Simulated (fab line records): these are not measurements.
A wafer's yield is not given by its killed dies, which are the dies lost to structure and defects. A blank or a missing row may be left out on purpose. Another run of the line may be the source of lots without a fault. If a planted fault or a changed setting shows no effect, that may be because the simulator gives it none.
Problem report in the 8D (eight disciplines) form, filled by code	flow n5 finfet	the parts of the form that need people (team, actions taken, sign-off) are left out

1. THE PROBLEM
Mean of spin speed rpm at N5_FIN_CUT_COAT_18: 1631.9 rpm across 6 wafers in 2 lots; on wafers with no fault it is 1500.2 rpm (standard deviation 1.1). So: +99 or more standard deviations from the usual mean.
The step: time 60 s, resist thk 230 nm.
Earliest sighting: wafer L309.2 on litho track-03 at day 5 21:58. The record has a number at this step for 29 wafers belonging to 10 lots. By rule, "out" or "out of limits" means more than 4 standard deviations away from the usual mean. The rest of the wafers with a number are treated as sound.

2. WHAT IT IS, WHAT IT ISN'T
question	is	is not
which readings at this step	spin speed rpm	heater power total W, plate temp C
which lots	L309, L312	L294, L296, L297, L299, L300, L301, L304, L308
which wafers of those lots	all that have a number	-
read on which tools	litho track-03	litho track-04, litho track-05
when	from day 5 21:58	up to then (23 sound wafers)

3. WHAT RULES OUT EACH SUSPECT
Counting: a tool stays on the suspect list if, at a process step up to the reading, it processed all lots that are out and no sound lot following the first of them.
- rie diel-05 at N5_FIN_SAQP_SPACER1_ETCHBACK_25 (etches SiO2 in CHF3/O2, target depth 24.4 nm, time 12.2 s): kept. Every lot that is out went through it, starting with L309 (day 5 19:34), and after that it ran no sound lot; the last sound lot it ran before then is L308 (day 5 11:50).
- litho track-03 at N5_FIN_CUT_COAT_18 (time 60 s, resist thk 230 nm): kept. Every lot that is out went through it, starting with L309 (day 5 21:58), and after that it ran no sound lot; the last sound lot it ran before then is L299 (day 3 07:40). On those wafers its own readings are out: spin speed rpm.
The count leaves litho track-03 at N5_FIN_CUT_COAT_18 and rie diel-05 at N5_FIN_SAQP_SPACER1_ETCHBACK_25.

4. THE CAUSE (what the simulator had put in)
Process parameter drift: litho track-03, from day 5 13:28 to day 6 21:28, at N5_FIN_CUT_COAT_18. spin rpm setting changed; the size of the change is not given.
This tool is one of the 2 suspects left after counting.

5. THE CHAIN OF EFFECTS, in route order
Each row: a reading where the mean over the struck wafers with a number is more than 3 standard deviations away from the usual. Only readings for which the record gives a usual standard deviation are gone through. hours: the time from each lot's start at the first step in this table that gives one to its start at this step, as a median over the lots. sigmas: the change in usual standard deviations.
hours	step	reading	usual	on struck wafers	change	sigmas
0	N5_FIN_CUT_COAT_18	spin speed rpm	1500.2 rpm	1631.9	+131.7	+99 or more
The process steps in it:
- N5_FIN_CUT_COAT_18: time 60 s, resist thk 230 nm.

6. HOW IT WOULD HAVE BEEN CAUGHT EARLIER
In this record no reading fell out of limits until day 5 21:58, 9 hours after the fault had begun at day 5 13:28.
